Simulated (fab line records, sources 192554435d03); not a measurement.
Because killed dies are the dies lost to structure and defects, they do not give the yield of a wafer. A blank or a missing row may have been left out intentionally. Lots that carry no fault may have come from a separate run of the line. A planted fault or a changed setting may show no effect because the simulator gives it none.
The tool behind it: which one?    flow n5Finfet    7 lots with 21 wafers sampled at 7 steps, on a route of 1938 steps

== WHAT EACH GAUGE READ, for each wafer ==
N5_BEOL_M8_CD_MEAS_11: the cd target is 38.5 nm. Usual: cdNm 38.6 nm, standard deviation 0.5.
lot   measured      on        cdNm (nm)       flag
L847  day 11 15:17  cdSem-01  38.2 38.8 38.8  
L851  day 13 00:02  cdSem-01  39.5 39.2 38.3  
L855  day 13 06:10  cdSem-02  39.0 38.3 38.7  
L858  day 13 23:59  cdSem-01  36.1 35.3 35.1  OFF
L859  day 14 12:54  cdSem-02  38.5 38.2 38.5  
L861  day 15 18:10  cdSem-03  39.1 38.7 39.3  
L863  day 15 18:38  cdSem-03  38.9 39.3 38.6  

N5_BEOL_M8_CD_MEAS_18: pitch 80 nm, target cd 40 nm. Usual: cdNm 40.1 nm, standard deviation 0.58.
lot   measured      on        cdNm (nm)       flag
L847  day 11 15:59  cdSem-02  39.6 40.4 40.1  
L851  day 13 00:50  cdSem-03  40.9 40.1 40.4  
L855  day 13 07:13  cdSem-02  40.2 39.8 40.1  
L858  day 14 00:35  cdSem-03  37.6 36.8 36.9  OFF
L859  day 14 13:28  cdSem-02  40.0 40.5 40.4  
L861  day 15 18:46  cdSem-02  40.1 39.8 41.3  
L863  day 15 19:22  cdSem-02  39.9 40.4 40.7  

N5_BEOL_M15_RC_MEAS_101. Usual: COMB_M10 1.5e-11 S/m, standard deviation 3e-12; COMB_M11 1.43e-11 S/m, standard deviation 3e-12; COMB_M12 6.6e-12 S/m, standard deviation 1.2e-12; COMB_M13 4.9e-12 S/m, standard deviation 9.3e-13; COMB_M14 4e-12 S/m, standard deviation 7.8e-13; COMB_M14_max_site 5.4e-12 S/m, standard deviation 1.2e-12; COMB_M15 2.8e-12 S/m, standard deviation 6e-13; COMB_M5 3.6e-11 S/m, standard deviation 6.4e-12; COMB_M6 2.5e-11 S/m, standard deviation 5.3e-12; COMB_M7 2.7e-11 S/m, standard deviation 5.7e-12; COMB_M8 2.6e-11 S/m, standard deviation 5.2e-12; COMB_M9 1.5e-11 S/m, standard deviation 3.4e-12; SERP_M10 3.11 ohm/um, standard deviation 0.096; SERP_M11 3.08 ohm/um, standard deviation 0.083; SERP_M12 0.635 ohm/um, standard deviation 0.017; SERP_M13 0.308 ohm/um, standard deviation 0.0074; SERP_M14 0.162 ohm/um, standard deviation 0.0035; SERP_M5 38.5 ohm/um, standard deviation 1.7; SERP_M6 13.7 ohm/um, standard deviation 0.65; SERP_M7 13.8 ohm/um, standard deviation 0.55; SERP_M8 13.6 ohm/um, standard deviation 0.51; SERP_M8_max_site 14.2 ohm/um, standard deviation 0.56; SERP_M9 3.06 ohm/um, standard deviation 0.089.
lot   measured      on         COMB_M10 (S/m)           COMB_M11 (S/m)              COMB_M12 (S/m)           COMB_M13 (S/m)           COMB_M14 (S/m)           COMB_M14_max_site (S/m)  COMB_M15 (S/m)           COMB_M5 (S/m)            COMB_M6 (S/m)            COMB_M7 (S/m)            COMB_M8 (S/m)            COMB_M9 (S/m)            SERP_M10 (ohm/um)  SERP_M11 (ohm/um)  SERP_M12 (ohm/um)  SERP_M13 (ohm/um)  SERP_M14 (ohm/um)  SERP_M5 (ohm/um)  SERP_M6 (ohm/um)  SERP_M7 (ohm/um)  SERP_M8 (ohm/um)  SERP_M8_max_site (ohm/um)  SERP_M9 (ohm/um)  flag
L847  day 13 22:01  prober-01  1.8e-11 1.1e-11 1.2e-11  1.78e-11 1.37e-11 1.06e-11  7.2e-12 7.6e-12 6.1e-12  4.3e-12 3.7e-12 5.1e-12  3.4e-12 2.8e-12 3.2e-12  3.9e-12 3.7e-12 4.1e-12  2.7e-12 2.9e-12 2.1e-12  3.6e-11 2.8e-11 2.8e-11  3e-11 2.8e-11 3e-11      2.5e-11 2.9e-11 2.7e-11  3.2e-11 2.4e-11 2.8e-11  1.2e-11 1.3e-11 1.4e-11  3.08 3.04 3.13     3.08 3.03 3.20     0.632 0.664 0.635  0.304 0.307 0.308  0.164 0.160 0.162  41.6 38.3 38.1    12.9 13.3 15.2    13.3 12.6 13.1    13.1 14.4 14.0    13.5 15.1 14.1             2.99 2.99 3.06    
L851  day 15 17:02  prober-02  1.7e-11 1.8e-11 1.9e-11  1.37e-11 1.05e-11 1.05e-11  8.7e-12 6.2e-12 6.1e-12  4e-12 4.4e-12 4.5e-12    5e-12 3.8e-12 3.5e-12    7e-12 5.8e-12 4.6e-12    3.5e-12 3.1e-12 3.1e-12  3.5e-11 3.1e-11 3.7e-11  2.8e-11 2.4e-11 2.3e-11  2.8e-11 2.2e-11 2.5e-11  2.9e-11 2.8e-11 3e-11    1.9e-11 2e-11 1.2e-11    3.24 3.11 3.16     3.02 3.05 2.97     0.659 0.669 0.648  0.317 0.301 0.313  0.165 0.163 0.164  38.2 39.9 37.5    14.2 14.8 14.3    13.8 14.8 13.5    12.5 13.7 14.0    13.1 14.0 14.7             3.09 2.99 3.07    
L855  day 15 23:22  prober-02  1.8e-11 1.2e-11 1.4e-11  2.28e-11 1.13e-11 1.7e-11   7.2e-12 7.2e-12 6.6e-12  5.3e-12 4.9e-12 6.4e-12  3e-12 4.2e-12 4e-12      5.1e-12 5.5e-12 4.5e-12  2.6e-12 3.1e-12 3e-12    2.9e-11 4.8e-11 3e-11    2.5e-11 2.6e-11 2.2e-11  3.9e-11 2e-11 2.4e-11    2e-11 3.6e-11 3e-11      1.2e-11 1.8e-11 1.7e-11  3.16 3.21 3.07     3.05 3.12 3.21     0.627 0.643 0.641  0.312 0.304 0.307  0.165 0.163 0.159  41.0 41.5 39.6    13.1 13.6 14.1    15.5 14.3 14.6    13.9 13.6 13.5    14.3 14.1 13.9             2.98 3.08 3.18    
L858  day 16 07:07  prober-02  1e-11 1.5e-11 1.5e-11    1.35e-11 1.26e-11 1.38e-11  7.2e-12 6e-12 6.4e-12    4.6e-12 3.8e-12 5.1e-12  3.4e-12 2.9e-12 3.4e-12  4.6e-12 4.5e-12 5.3e-12  2.8e-12 2.9e-12 2.2e-12  3.8e-11 3.4e-11 4e-11    2.7e-11 2.6e-11 2.7e-11  2.6e-11 3.4e-11 2.2e-11  2.6e-11 2.5e-11 2.3e-11  1.7e-11 1.6e-11 1.9e-11  3.08 3.24 3.03     2.90 3.02 2.96     0.615 0.619 0.662  0.313 0.313 0.308  0.159 0.169 0.159  37.2 37.1 36.6    14.2 13.7 14.2    13.6 13.3 12.9    15.7 15.5 15.9    17.2 16.7 16.4             3.22 3.11 3.17    OFF
L859  day 16 18:49  prober-01  1.5e-11 1.8e-11 1.2e-11  1.68e-11 1.41e-11 1.55e-11  4.8e-12 5e-12 4.9e-12    3.5e-12 3.4e-12 4.4e-12  4.5e-12 3.3e-12 3.2e-12  5.3e-12 5.2e-12 4.9e-12  2.6e-12 2.1e-12 1.6e-12  3.9e-11 5.3e-11 3.7e-11  2.6e-11 2.1e-11 2.1e-11  2.3e-11 2.5e-11 2.7e-11  2.9e-11 2.3e-11 2.3e-11  1.1e-11 1.5e-11 1.9e-11  3.23 3.17 3.10     3.25 3.23 3.24     0.663 0.658 0.645  0.319 0.314 0.310  0.165 0.161 0.159  38.9 41.8 38.9    13.8 12.7 13.0    14.6 14.0 14.1    13.8 14.2 13.6    14.2 14.5 14.1             3.04 3.02 3.06    
L861  day 18 09:40  prober-02  1.3e-11 1.5e-11 1.5e-11  1.22e-11 1.58e-11 2.25e-11  7.4e-12 6.3e-12 6.1e-12  4.5e-12 3.9e-12 5.3e-12  3.5e-12 3.7e-12 4e-12    7.3e-12 5e-12 4.9e-12    2.6e-12 4e-12 2.3e-12    3.4e-11 3.1e-11 3e-11    2e-11 2.2e-11 2.8e-11    3.2e-11 3.1e-11 2.8e-11  2.4e-11 3e-11 2.3e-11    1.2e-11 1.4e-11 1.2e-11  3.16 3.16 2.96     2.94 3.21 3.12     0.622 0.639 0.621  0.302 0.316 0.311  0.156 0.156 0.159  38.8 34.2 39.6    14.5 14.3 14.4    12.4 13.7 14.2    14.1 13.8 13.7    14.4 14.3 14.1             3.16 3.04 3.16    
L863  day 18 06:14  prober-01  2e-11 1.8e-11 1.8e-11    1.29e-11 1.52e-11 1.38e-11  6.9e-12 7.2e-12 5.7e-12  6.2e-12 6.2e-12 5.6e-12  2.6e-12 3.5e-12 4.2e-12  3.7e-12 5.2e-12 5.3e-12  2.1e-12 3e-12 2.1e-12    3.6e-11 4.5e-11 4.2e-11  3.1e-11 2.7e-11 3.4e-11  2.3e-11 2.8e-11 2.8e-11  2.9e-11 2.3e-11 2.3e-11  1.1e-11 1e-11 1.8e-11    3.07 2.98 3.04     3.04 3.17 2.99     0.608 0.666 0.597  0.308 0.310 0.309  0.161 0.165 0.165  37.6 39.7 38.1    12.9 14.1 12.4    14.0 12.6 14.1    13.6 13.1 12.5    14.6 13.3 12.8             3.21 3.13 3.23    

== WHAT TOOL EACH LOT RAN ON (gives the tool, then ch and the chambers of the sampled wafers, and finally the start) ==
lot   N5_BEOL_M7_SURFACE_TREAT_79  N5_BEOL_M7_CMP_52              N5_BEOL_M8_EXPOSE_08               N5_BEOL_M8_HM_OPEN_17
L847  pvdSputter-02, day 11 11:45  cmp-01 ch 0,1, day 11 12:50    arfiScanner-01 ch 0, day 11 15:10  rieMetal-02 ch 0,1, day 11 15:49
L851  pvdSputter-01, day 12 20:01  cmp-01 ch 0,2,3, day 12 21:47  arfiScanner-02 ch 0, day 12 23:55  rieMetal-02 ch 0,1, day 13 00:37
L855  pvdSputter-01, day 13 01:43  cmp-04 ch 0,1,3, day 13 04:08  arfiScanner-02 ch 0, day 13 06:02  rieMetal-03 ch 0,1, day 13 07:02
L858  pvdSputter-01, day 13 20:31  cmp-01 ch 0,1,2, day 13 21:17  arfiScanner-02 ch 0, day 13 23:52  rieMetal-01 ch 0,1, day 14 00:24
L859  pvdSputter-02, day 14 08:37  cmp-01 ch 0,3, day 14 10:26    arfiScanner-01 ch 0, day 14 12:47  rieMetal-01 ch 0,1, day 14 13:18
L861  pvdSputter-03, day 15 13:34  cmp-03 ch 1,2,3, day 15 14:31  arfiScanner-03 ch 0, day 15 18:02  rieMetal-01 ch 0,1, day 15 18:33
L863  pvdSputter-02, day 15 14:40  cmp-01 ch 0,1,3, day 15 16:13  arfiScanner-01 ch 0, day 15 18:31  rieMetal-01 ch 0,1, day 15 19:11
- N5_BEOL_M7_SURFACE_TREAT_79
- N5_BEOL_M7_CMP_52: polishes, stops on SiCOH lowk, t overpolish 6.9 s, target thk 80 nm.
- N5_BEOL_M8_EXPOSE_08: exposes mask M8.
- N5_BEOL_M8_HM_OPEN_17: chemistry Cl2/BCl3, target TiN, target depth 20 nm, overetch 6 nm.

== WHAT THE TOOLS THEMSELVES READ (means of the sampled wafers that have a number; where no wafer has one, the mark that the record gives instead) ==
N5_BEOL_M7_CMP_52. Usual: barrierFieldEndpointS 29.1 s, standard deviation 0.74; clearingPlatenDownForcePsi 1.5000 psi, standard deviation 0.0028; clearingPlatenRpm 50.000 rpm, standard deviation 0.025; motorCurrentA 6.0 A, standard deviation 0.61; overpolishRunS 6.900 s, standard deviation 0.0093; slurryFlowMlMin 150.1, standard deviation 0.43; timeToEndpointS 63 s, standard deviation 3.4.
lot   tool    barrierFieldEndpointS (s)  clearingPlatenDownForcePsi (psi)  clearingPlatenRpm (rpm)  motorCurrentA (A)  overpolishRunS (s)  slurryFlowMlMin  timeToEndpointS (s)  flag
L847  cmp-01  29.1                       1.4999                            50.023                   6.4                6.886               150.0            64                   
L851  cmp-01  28.6                       1.4994                            49.984                   5.9                6.903               150.2            64                   
L855  cmp-04  29.3                       1.4999                            50.003                   6.6                6.892               149.9            62                   
L858  cmp-01  29.6                       1.5025                            49.996                   6.0                6.896               150.8            65                   
L859  cmp-01  29.3                       1.4997                            50.014                   5.8                6.895               150.2            67                   
L861  cmp-03  28.6                       1.4989                            49.993                   5.7                6.897               150.5            62                   
L863  cmp-01  28.9                       1.5002                            49.968                   5.9                6.901               150.3            66                   

N5_BEOL_M8_EXPOSE_08. Usual: exposureDoseMJCm2 68.21, standard deviation 0.068; focusOffsetNm 0.0 nm, standard deviation 0.48.
lot   tool            exposureDoseMJCm2  focusOffsetNm (nm)  flag
L847  arfiScanner-01  68.17              -0.1                
L851  arfiScanner-02  68.20              0.2                 
L855  arfiScanner-02  68.16              -0.0                
L858  arfiScanner-02  64.17              -0.1                OFF
L859  arfiScanner-01  68.26              0.1                 
L861  arfiScanner-03  68.19              -0.6                
L863  arfiScanner-01  68.23              0.4                 

N5_BEOL_M8_HM_OPEN_17. Usual: bcl3FlowSccm 21.75 sccm, standard deviation 0.059; drypumpMotorCurrentA 5.7 A, standard deviation 0.58; oesProductAu 0.63 a.u., standard deviation 0.065; rfFwdPowerW 992 W, standard deviation 4.5; throttleValvePct 22.08 %, standard deviation 0.2.
lot   tool         bcl3FlowSccm (sccm)  drypumpMotorCurrentA (A)  oesProductAu (a.u.)  rfFwdPowerW (W)  throttleValvePct (%)  flag
L847  rieMetal-02  21.74                6.4                       0.66                 991              21.98                 
L851  rieMetal-02  21.82                6.3                       0.64                 989              21.99                 
L855  rieMetal-03  21.75                5.1                       0.56                 995              22.02                 
L858  rieMetal-01  21.78                5.8                       0.68                 992              22.28                 
L859  rieMetal-01  21.68                5.8                       0.68                 986              22.28                 
L861  rieMetal-01  21.77                6.0                       0.65                 987              22.21                 
L863  rieMetal-01  21.72                5.8                       0.69                 988              22.29                 

== THE ANSWER, worked out from the rows above alone ==
Rule: take the mean of a lot's wafers that have a number; if it is more than 3 standard deviations from the usual mean, the lot is off. Also off: a lot with no number at a reading for which 4 or more lots have one. Where the step has rows for the other lots, those lots are counted as sound. The gauges are gone through in route order, then the tools' own readings, and for those a lot's mean is taken as printed above. At the first step where some lot is off, the reading lying furthest off is the one used; lots without a number count as furthest.
Off at N5_BEOL_M8_CD_MEAS_11 (cdNm): L858.
If a tool, at a process step before that reading, ran all the lots that are off and no sound lot after the first of them, it fits. Not tried: the gauges at N5_BEOL_M8_CD_MEAS_11; whatever is off there is also off at N5_BEOL_M8_CD_MEAS_18, on other tools, and gauge error can't account for it. This does not decide it: 2 tools fit, namely pvdSputter-01 at N5_BEOL_M7_SURFACE_TREAT_79 and arfiScanner-02 at N5_BEOL_M8_EXPOSE_08.

== WHAT WAS PUT IN BY THE SIMULATOR ==
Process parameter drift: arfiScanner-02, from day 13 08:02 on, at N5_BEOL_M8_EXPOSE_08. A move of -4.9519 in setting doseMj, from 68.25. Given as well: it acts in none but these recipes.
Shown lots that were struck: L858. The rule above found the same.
